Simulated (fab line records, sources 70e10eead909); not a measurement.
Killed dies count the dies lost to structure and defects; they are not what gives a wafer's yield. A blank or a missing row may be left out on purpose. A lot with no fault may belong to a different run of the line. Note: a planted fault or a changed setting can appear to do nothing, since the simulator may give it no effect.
Chamber matching ; flow nand-harc ; NHARC_A_M0_STRIP_18 on rie-diel-05: 4 sister chambers
The step strips in N2/H2. 14 wafers are shown with their chamber, then 7 later ones without.

WAFERS WITH THEIR CHAMBER
wafer;chamber;drypump-motor-current-A (A);oes-product-au (a.u.);rf-vpp-V (V)
L076.4;1;6.7;0.999;89.7
L076.5;2;4.6;1.008;90.5
L076.6;1;6.7;0.994;90.8
L074.2;2;4.6;1.025;91.8
L074.4;1;6.7;0.998;90.0
L074.6;0;6.1;0.997;87.5
L075.1;1;6.7;0.989;90.8
L075.2;0;6.1;1.001;90.4
L075.6;1;6.7;0.989;90.1
L079.4;2;4.7;1.004;91.7
L079.5;0;6.1;0.992;90.7
L079.6;1;6.7;0.992;90.8
L089.1;2;4.7;1.015;92.1
L089.4;3;6.6;0.995;91.2

SIGNATURES, as means of the wafers listed above
reading;chamber 0;chamber 1;chamber 2;chamber 3;scatter within a chamber
drypump-motor-current-A;6.100;6.700;4.650;6.600;0.0316
oes-product-au;0.99667;0.99350;1.01300;0.99500;0.00623
rf-vpp-V;89.533;90.367;91.525;91.200;0.946
Rule: for a wafer and a chamber, the distance is found by dividing, reading by reading, the gap between the wafer's reading and the chamber's mean by the reading's scatter, squaring, summing and taking the root. If the next closest chamber is less than 2 further off than the closest, the wafer can't be placed; otherwise it belongs to the closest. How the scatter is found: for the shown wafers, subtract from each reading the mean of its chamber, square and add these, divide the total by (wafers less chambers), then take the root.

WAFERS WHOSE CHAMBER IS MISSING
wafer;drypump-motor-current-A (A);oes-product-au (a.u.);rf-vpp-V (V)
L089.5;6.7;0.992;91.4
L092.1;6.5;0.991;89.4
L092.3;4.6;1.026;91.9
L092.5;6.7;1.000;90.3
L091.1;4.6;1.010;91.4
L091.4;6.8;0.998;91.8
L091.5;6.1;0.977;90.9

CHAMBER TAKEN BY EACH
wafer;from the rows above;in truth
L089.5;1;1
L092.1;3;3
L092.3;2;2
L092.5;1;1
L091.1;2;2
L091.4;1;1
L091.5;0;0
7 of 7 placed correctly. Not placeable from these rows: 0. 0 placed wrongly.
